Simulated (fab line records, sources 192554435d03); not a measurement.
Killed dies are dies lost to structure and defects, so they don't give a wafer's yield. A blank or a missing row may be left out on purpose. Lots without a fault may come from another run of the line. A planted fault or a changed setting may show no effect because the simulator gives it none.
Problem report in the 8D (eight disciplines) form, filled by code | flow n5_finfet | the parts of the form that need people (team, actions taken, sign-off) are left out

1. THE PROBLEM
susceptor_temp_C at N5_BEOL_M10_ILD_DEP_00 reads a mean of 303.33 C on 3 wafers of 2 lots; wafers without a fault read 300.01 C with a standard deviation of 0.19. That is +17 standard deviations from the usual mean.
The step: deposits SiCOH lowk from DEMS/porogen, target thk 308.51 nm, time 58 s.
First seen on wafer L133.3, day 15 07:04, on pecvd-01. The record holds 30 wafers of 10 lots with a number at this step. Rule for "out", or "out of limits": more than 4 standard deviations from the usual mean. The other wafers with a number count as sound.

2. WHAT IT IS AND WHAT IT IS NOT
question                    | is                     | is not
which readings at this step | susceptor_temp_C       | heater_power_w, showerhead_plenum_p_Torr, showerhead_vpp_V, throttle_valve_pct
which lots                  | L133, L134             | L123, L125, L126, L129, L130, L142, L143, L144
which wafers of those lots  | L133.3, L134.3, L134.5 | L133.1, L133.2, L134.4
read on which tools         | pecvd-01               | pecvd-02, pecvd-04
when                        | from day 15 07:04      | up to then (17 sound wafers); but 10 sound wafers of L134, L142, L143, L144 came after

3. SUSPECTS, AND WHAT RULES EACH OUT
Counting: a tool at a process step up to the reading stays a suspect if it ran every lot that is out. Sound lots after the first of them don't rule it out here, since some wafers of a struck lot are sound.
- pecvd-01 at N5_BEOL_M10_ILD_DEP_00 (deposits SiCOH lowk from DEMS/porogen, target thk 308.51 nm, time 58 s): kept. It ran every lot that is out, first L133 (day 15 07:04); its last sound lot up to then is L126 (day 14 16:50). Its own readings are out on those wafers: susceptor_temp_C.
- Within pecvd-01 at N5_BEOL_M10_ILD_DEP_00: the wafers that are out ran in chamber 0; their sound lot-mates ran in chambers 1, 2.
Left after counting: pecvd-01 at N5_BEOL_M10_ILD_DEP_00.

4. THE CAUSE (what the simulator had put in)
Process parameter drift: pecvd-01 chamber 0, from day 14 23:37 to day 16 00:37, at N5_BEOL_M10_ILD_DEP_00. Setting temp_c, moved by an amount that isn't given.
Counting left only this tool.

5. THE CHAIN OF EFFECTS, in route order
Each row: a reading whose mean over the struck wafers that have a number lies more than 3 standard deviations from the usual. Only readings for which the record gives a usual standard deviation are gone through. hours: the time from each lot's start at the first step in this table that gives one to its start at this step, as a median over the lots. sigmas: the change in usual standard deviations.
hours | step                   | reading          | usual    | on struck wafers | change | sigmas
0     | N5_BEOL_M10_ILD_DEP_00 | susceptor_temp_C | 300.01 C | 303.33           | +3.32  | +17
The process steps in it:
- N5_BEOL_M10_ILD_DEP_00: deposits SiCOH lowk from DEMS/porogen, target thk 308.51 nm, time 58 s.

6. WHAT WOULD HAVE CAUGHT IT SOONER
In this record the first reading out of limits was taken at day 15 07:04, 7 hours after the fault began at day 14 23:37.
